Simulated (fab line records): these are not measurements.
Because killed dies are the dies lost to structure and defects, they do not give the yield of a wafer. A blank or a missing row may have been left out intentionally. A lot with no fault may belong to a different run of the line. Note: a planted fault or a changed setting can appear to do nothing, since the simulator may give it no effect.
fab line records	flow nand-harc
record lots=11	wafers=33	last-day=33
route steps=1302 shown P_ZERO_WELL@16 P_STI@89
lots untouched by any fault: they come from a run of this same line in which no faults occurred
start-h: start of the lot's first displayed wafer, in hours after the record's first day	wait-h: hours from the lot's prior step to this one	" as in the row above	L1.1+2: a row that stands for several wafers	- no value, or no start given	* or withheld: withheld	< > ~ a bound
route shown NAME@n: names a module that has steps shown in the file, with the first one's number in the route	usual: mean/standard deviation taken from wafers without a fault	same: alike in all rows	chamber/n: place in a boat	sites: the reading at each site	_std_site: how widely they spread, as a standard deviation	_edge_site: inner sites' mean taken away from outer sites' mean	radius-mm: for every site, how far away it sits from the centre of the wafer	mask NAME#n: copy n	behind: tool/chamber where the wafer was last shaped	hold: why the lot was held/for how many hours/how that ended	device: transistor that didn't switch, given as n, p or np	end of line: the route-end tests of the same wafers	a step given without rows: its recipe and nothing more	killed: at the first sort, the dies lost to defects and structure; wafer yield is something else	map: a wafer's dies, marking killed ones x, the rest . and places with no die _
set.NAME: setting as actually run; set.NAME@STEP: the setting as run at that earlier step	model.NAME: the simulator's own value behind a step, which no gauge read
one table for each step of the route and one row for each wafer, over a sample of lots
services: the hour from which a tool's chamber was out of use, counted from the record's first day as start-h (under 0 if before that day), plus the number of hours and why
## steps
# step NHARC_P_ZERO_WELL_DESCUM_13
# recipe time-s=3	o2-flow-sccm=200	ar-flow-sccm=0	bias-power-w=0	chemistry=O2
# usual drypump-motor-current-A=5.6/0.45	oes-product-au=1.003/0.015	rf-vpp-V=57.8/0.89	showerhead-plenum-p-Torr=1.90/0.07	throttle-valve-pct=11.311/0.0091
lot.wafer	tool	chamber	start-h	wait-h	drypump-motor-current-A	oes-product-au	rf-hours-counter-h	rf-vpp-V	showerhead-plenum-p-Torr	throttle-valve-pct
L129.4	rie-diel-13	0	41.28	-	4.7	1.027	17	57.8	2.02	11.307
L129.3	"	1	"	"	6.2	1.024	18	57.0	1.86	11.314
L129.1	"	2	"	"	5.7	0.979	15	57.6	1.80	11.308
L131.2	rie-diel-13	3	61.53	-	5.8	1.011	21	58.3	1.91	11.312
L131.3	"	1	"	"	6.1	0.999	23	58.6	1.86	11.311
L131.6	"	2	"	"	5.7	0.979	-	56.1	1.80	11.314
L132.2	rie-diel-04	1	71.28	-	5.5	1.002	21	56.7	1.91	11.327
L132.3	"	2	"	"	5.2	1.018	22	55.5	1.96	11.315
L132.6	"	0	"	"	6.0	0.999	-	57.1	1.97	11.298
L133.4	rie-diel-12	0	81.40	-	6.2	0.977	44	57.5	1.87	11.306
L133.5	"	3	"	"	6.1	0.997	-	58.2	1.97	11.314
L133.6	"	0	"	"	6.2	0.982	-	56.7	1.87	11.318
L135.1	rie-diel-04	3	101.41	-	5.4	1.007	30	57.4	1.84	11.315
L135.4	"	0	"	"	6.0	1.015	29	59.2	1.96	11.323
L135.6	"	0	"	"	6.0	1.009	-	56.3	1.97	11.311
L142.4	rie-diel-12	3	171.29	-	6.2	0.989	16	58.6	1.96	11.317
L142.5	"	3	"	"	6.1	0.990	-	57.0	1.96	11.319
L142.6	"	0	"	"	6.2	0.995	-	57.5	1.87	11.318
L145.3	rie-diel-13	3	201.42	-	5.9	1.013	10	58.7	1.90	11.285
L145.4	"	0	"	"	4.7	1.017	10	57.9	2.00	11.315
L145.6	"	2	"	"	5.7	1.009	-	56.2	1.79	11.301
L146.2	rie-diel-13	2	211.40	-	5.7	1.008	11	57.5	1.79	11.304
L146.4	"	3	"	"	5.8	1.016	13	56.8	1.90	11.316
L146.5	"	3	"	"	5.9	0.999	-	58.5	1.90	11.301
L147.4	rie-diel-04	1	221.29	-	5.6	1.001	13	58.4	1.89	11.303
L147.6	"	3	"	"	5.4	1.015	-	57.2	1.83	11.323
L147.5	"	0	"	"	6.0	0.982	-	59.0	1.95	11.320
L148.4	rie-diel-12	0	231.27	-	6.2	0.999	37	57.5	1.86	11.293
L148.2	"	1	"	"	5.4	1.020	38	57.8	1.78	11.309
L148.3	"	2	"	"	5.1	1.006	44	59.2	1.95	11.311
L149.4	rie-diel-04	3	243.48	-	5.4	1.018	20	58.2	1.82	11.307
L149.6	"	0	"	"	6.0	0.994	-	59.1	1.95	11.310
L149.5	"	1	"	"	5.5	0.997	-	57.9	1.89	11.327
# step NHARC_P_ZERO_WELL_ETCH_63
# recipe target-depth-a=1200	time-s=40.1	hbr-flow-sccm=150	cl2-flow-sccm=50	rf-w=400	icp-w=400	bias-w=100	chemistry=HBr/Cl2
# usual drypump-motor-current-A=5.6/0.42	hbr-flow-sccm=150.1/0.43	oes-product-au=0.997/0.016	throttle-valve-pct=26.405/0.0096
lot.wafer	tool	chamber	start-h	wait-h	drypump-motor-current-A	hbr-flow-sccm	oes-product-au	rf-hours-counter-h	throttle-valve-pct
L129.1	rie-si-04	1	41.54	-	5.2	150.3	1.007	0.3	26.400
L129.3	"	2	"	"	6.5	149.9	1.034	0.3	26.409
L129.4	"	3	"	"	5.7	149.8	1.023	0.3	26.393
L131.2	rie-si-06	2	61.86	-	5.3	150.5	0.982	1.1	26.401
L131.3	"	3	"	"	5.5	149.6	1.010	1.1	26.402
L131.6	"	0	"	"	5.9	149.8	0.978	-	26.405
L132.3	rie-si-04	0	71.53	-	4.9	150.0	0.986	0.4	26.416
L132.2	"	3	"	"	5.7	151.0	1.009	0.4	26.425
L132.6	"	0	"	"	4.9	150.1	0.982	-	26.399
L133.4	rie-si-04	1	81.70	-	5.2	150.3	1.395	0.6	26.397
L133.5	"	0	"	"	4.9	149.6	1.355	-	26.415
L133.6	"	1	"	"	5.2	150.1	1.000	-	26.382
L135.4	rie-si-04	1	101.68	-	5.2	150.7	1.415	0.7	26.394
L135.1	"	2	"	"	6.4	150.1	1.025	0.8	26.407
L135.6	"	1	"	"	5.2	150.7	1.016	-	26.394
L142.4	rie-si-06	1	171.70	-	6.2	150.2	0.989	0.7	26.415
L142.6	"	3	"	"	5.5	150.2	1.015	-	26.400
L142.5	"	0	"	"	5.9	149.7	0.974	-	26.405
L145.3	rie-si-06	0	201.69	-	5.9	150.6	0.980	0.9	26.408
L145.4	"	2	"	"	5.3	150.1	0.973	0.8	26.399
L145.6	"	3	"	"	5.5	150.5	0.996	-	26.393
L146.4	rie-si-03	2	211.65	-	5.7	150.2	0.987	1.0	26.419
L146.2	"	1	"	"	5.7	150.0	1.009	0.8	26.423
L146.5	"	2	"	"	5.7	149.7	0.992	-	26.409
L147.4	rie-si-06	1	221.62	-	6.2	149.9	0.997	1.0	26.400
L147.5	"	2	"	"	5.3	149.9	0.983	-	26.416
L147.6	"	3	"	"	5.4	149.5	1.022	-	26.410
L148.4	rie-si-03	3	231.54	-	5.9	150.5	0.988	0.0	26.408
L148.3	"	0	"	"	5.5	150.2	0.990	0.0	26.405
L148.2	"	1	"	"	5.7	150.2	1.008	0.0	26.415
L149.4	rie-si-06	2	244.01	-	5.3	149.3	0.987	1.0	26.423
L149.6	"	3	"	"	5.4	150.8	1.031	-	26.388
L149.5	"	0	"	"	5.9	150.1	0.974	-	26.418
# step NHARC_P_STI_ETCH_31
# recipe target-depth-a=1089	time-s=54.5	cf4-flow-sccm=100	chf3-flow-sccm=30	ar-flow-sccm=0	rf-w=500	bias-w=200	chemistry=CF4/CHF3
# usual cf4-flow-sccm=99.99/0.29	chf3-flow-sccm=30.00/0.086	drypump-motor-current-A=5.57/0.28	oes-product-au=0.956/0.021	rf-vpp-V=370.0/2	showerhead-plenum-p-Torr=1.56/0.056	throttle-valve-pct=16.801/0.0085
lot.wafer	tool	chamber	start-h	wait-h	cf4-flow-sccm	chf3-flow-sccm	drypump-motor-current-A	oes-product-au	rf-hours-counter-h	rf-vpp-V	showerhead-plenum-p-Torr	throttle-valve-pct
L129.4	rie-diel-08	3	-	-	99.61	29.94	6.15	0.956	3	369.0	1.54	16.791
L129.3	"	0	"	"	100.10	29.90	5.33	0.969	2	369.0	1.53	16.809
L129.1	"	1	"	"	99.67	29.91	5.40	0.959	2	369.6	1.49	16.793
L131.3	rie-diel-08	1	-	-	99.91	30.16	5.41	0.970	3	368.3	1.49	16.806
L131.2	"	3	"	"	100.86	29.90	6.15	0.935	4	368.8	1.54	16.802
L131.6	"	2	"	"	100.02	30.06	5.76	0.978	-	371.6	1.59	16.803
L132.3	rie-diel-03	3	-	-	100.35	29.84	5.36	0.989	8	369.4	1.53	16.801
L132.2	"	1	"	"	100.28	29.82	5.71	0.976	8	369.8	1.57	16.794
L132.6	"	2	"	"	100.24	29.91	5.70	0.993	-	369.8	1.53	16.794
L133.4	rie-diel-08	3	-	-	100.02	29.99	6.14	0.934	6	369.2	1.53	16.796
L133.6	"	1	"	"	99.87	29.96	5.38	0.923	-	367.7	1.49	16.805
L133.5	"	2	"	"	100.42	30.01	5.70	0.943	-	370.8	1.59	16.798
L135.1	rie-diel-02	0	-	-	99.88	29.85	5.10	0.952	7	366.8	1.48	16.816
L135.4	"	1	"	"	100.01	29.99	5.55	0.941	7	373.2	1.64	16.804
L135.6	"	0	"	"	99.84	29.89	5.09	0.945	-	367.9	1.48	16.800
L142.4	rie-diel-03	0	-	-	99.64	30.08	5.34	0.966	4	374.4	1.68	16.799
L142.6	"	1	"	"	99.68	30.04	5.70	0.997	-	370.6	1.56	16.798
L142.5	"	2	"	"	99.97	30.07	5.68	0.964	-	368.9	1.53	16.793
L145.3	rie-diel-03	2	-	-	99.54	30.04	5.68	0.953	5	368.8	1.53	16.809
L145.6	"	0	"	"	100.11	29.96	5.36	0.946	-	371.6	1.68	16.797
L145.4	"	1	"	"	99.62	30.11	5.69	0.978	-	371.3	1.56	16.789
L146.4	rie-diel-03	3	-	-	100.21	29.89	5.36	0.932	6	368.7	1.53	16.801
L146.2	"	1	"	"	100.29	29.85	5.69	0.971	6	369.5	1.56	16.813
L146.5	"	2	"	"	99.42	30.01	5.69	0.939	-	369.2	1.53	16.800
L147.4	rie-diel-08	3	-	-	100.42	29.88	6.15	0.951	3	368.3	1.53	16.817
L147.5	"	0	"	"	99.86	30.04	5.31	0.952	-	369.8	1.53	16.805
L147.6	"	1	"	"	99.90	29.96	5.42	0.947	-	367.9	1.49	16.802
L148.4	rie-diel-02	2	-	-	100.40	30.04	5.89	0.918	3	368.5	1.51	16.815
L148.2	"	3	"	"	99.78	30.04	5.36	0.920	3	368.6	1.60	16.809
L148.3	"	0	"	"	99.92	30.06	5.08	0.948	3	367.6	1.48	16.803
L149.4	rie-diel-08	0	-	-	100.00	30.13	5.34	0.980	4	369.6	1.53	16.807
L149.5	"	3	"	"	100.04	29.94	6.16	0.953	-	369.0	1.53	16.786
L149.6	"	0	"	"	99.80	29.96	5.35	0.984	-	369.3	1.53	16.808
# step NHARC_P_STI_ETCH_15
# recipe target-depth-a=3000	taper-deg=4	time-s=100.1	hbr-flow-sccm=150	cl2-flow-sccm=50	rf-w=400	icp-w=400	bias-w=100	chemistry=HBr/Cl2
# usual drypump-motor-current-A=5.6/0.35	hbr-flow-sccm=150.0/0.43	oes-product-au=0.999/0.016	throttle-valve-pct=26.405/0.0097
lot.wafer	tool	chamber	start-h	wait-h	drypump-motor-current-A	hbr-flow-sccm	oes-product-au	rf-hours-counter-h	throttle-valve-pct
L129.1	rie-si-05	0	63.13	-	5.6	150.3	1.002	0.7	26.412
L129.3	"	1	"	"	5.7	149.6	0.960	0.8	26.389
L129.4	"	3	"	"	5.2	150.0	0.997	0.7	26.424
L131.3	rie-si-05	0	83.82	-	5.6	150.1	1.006	0.9	26.412
L131.2	"	1	"	"	5.7	149.6	0.974	0.9	26.416
L131.6	"	3	"	"	5.2	150.1	1.003	-	26.412
L132.2	rie-si-05	0	92.67	-	5.6	150.6	0.997	0.9	26.394
L132.3	"	1	"	"	5.7	150.5	0.980	1.0	26.404
L132.6	"	0	"	"	5.6	150.9	1.009	-	26.400
L133.4	rie-si-05	0	105.58	-	5.6	150.0	0.992	1.0	26.409
L133.6	"	1	"	"	5.7	149.7	0.975	-	26.405
L133.5	"	2	"	"	6.2	149.7	0.991	-	26.408
L135.1	rie-si-02	2	123.76	-	5.4	150.0	0.986	0.1	26.417
L135.4	"	1	"	"	5.3	150.4	1.026	0.1	26.400
L135.6	"	2	"	"	5.4	150.1	1.004	-	26.406
L142.4	rie-si-02	2	194.72	-	5.4	150.0	1.014	0.5	26.398
L142.5	"	3	"	"	6.1	149.9	1.004	-	26.399
L142.6	"	0	"	"	5.4	150.1	1.008	-	26.402
L145.4	rie-si-01	0	229.52	-	5.3	149.8	1.009	0.2	26.407
L145.3	"	3	"	"	5.5	149.5	1.017	0.2	26.407
L145.6	"	0	"	"	5.2	150.2	1.011	-	26.400
L146.4	rie-si-05	3	240.08	-	5.2	149.5	1.013	0.7	26.394
L146.2	"	0	"	"	5.7	150.8	1.005	0.7	26.422
L146.5	"	2	"	"	6.2	149.0	1.013	-	26.395
L147.4	rie-si-02	0	245.94	-	5.4	150.2	1.005	0.9	26.420
L147.5	"	0	"	"	5.4	150.2	1.004	-	26.406
L147.6	"	1	"	"	5.3	150.1	1.020	-	26.416
L148.3	rie-si-05	0	252.50	-	5.7	149.6	0.995	0.8	26.400
L148.2	"	1	"	"	5.7	150.0	0.980	0.7	26.417
L148.4	"	2	"	"	6.2	149.7	1.019	0.8	26.401
L149.4	rie-si-01	0	268.12	-	5.3	151.2	1.005	0.4	26.425
L149.5	"	0	"	"	5.2	149.6	1.003	-	26.400
L149.6	"	1	"	"	5.9	150.0	0.990	-	26.421
## services
tool	chamber	start-h	hours	kind
rie-diel-03	1	25.70	10.5	repair
rie-diel-03	3	32.37	8.2	repair
rie-diel-03	3	40.97	7.6	repair
rie-si-06	-	44.63	1.6	repair
rie-diel-13	-	46.06	1.0	repair
rie-diel-13	3	64.63	4.5	repair
rie-si-06	-	72.00	9.0	pm
rie-diel-13	0	88.75	10.1	repair
rie-diel-03	-	104.30	9.0	pm
rie-diel-13	3	106.02	23.5	repair
rie-si-05	-	128.00	9.0	pm
rie-diel-03	-	132.70	1.8	repair
rie-diel-03	-	134.70	1.1	repair
rie-diel-03	0	139.13	4.1	repair
rie-diel-04	0	145.55	14.1	repair
rie-si-06	-	147.17	3.3	repair
rie-diel-03	-	150.65	0.3	repair
rie-diel-08	-	154.42	0.9	repair
rie-diel-13	3	157.57	14.4	repair
rie-si-06	1	161.55	5.7	repair
rie-diel-08	-	191.01	9.0	pm
rie-si-05	3	199.36	3.3	repair
rie-si-05	1	222.47	3.8	repair
rie-si-06	-	249.00	9.0	pm
## key
first-sign step=NHARC_P_ZERO_WELL_ETCH_63	reading=oes-product-au	direction=up	sigmas=24	usual=0.997	struck=1.389
effect none on later readings
met-at NHARC_P_ZERO_WELL_ETCH_63
struck-lots L133,L135
struck-wafers L133.4,L133.5,L135.4
tester-left-out L133,L135
not-acting-at NHARC_P_ZERO_WELL_DESCUM_13,NHARC_P_STI_ETCH_31,NHARC_P_STI_ETCH_15
onset-between 71.53 81.70
fault kind=process-parameter-drift	tool=rie-si-04	chamber=-	onset-h=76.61	steps=NHARC_P_ZERO_WELL_ETCH_63	channel=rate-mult	offset=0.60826	shape=step	end-h=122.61	scope=struck-wafers-only
# tester-left-out: of these lots the tester's yield and bins aren't shown, on N5 and GAA mostly nor the transistor test; their killed dies are dies lost to structure and defects alone, not to doping, threshold or leakage, so they don't give the yield
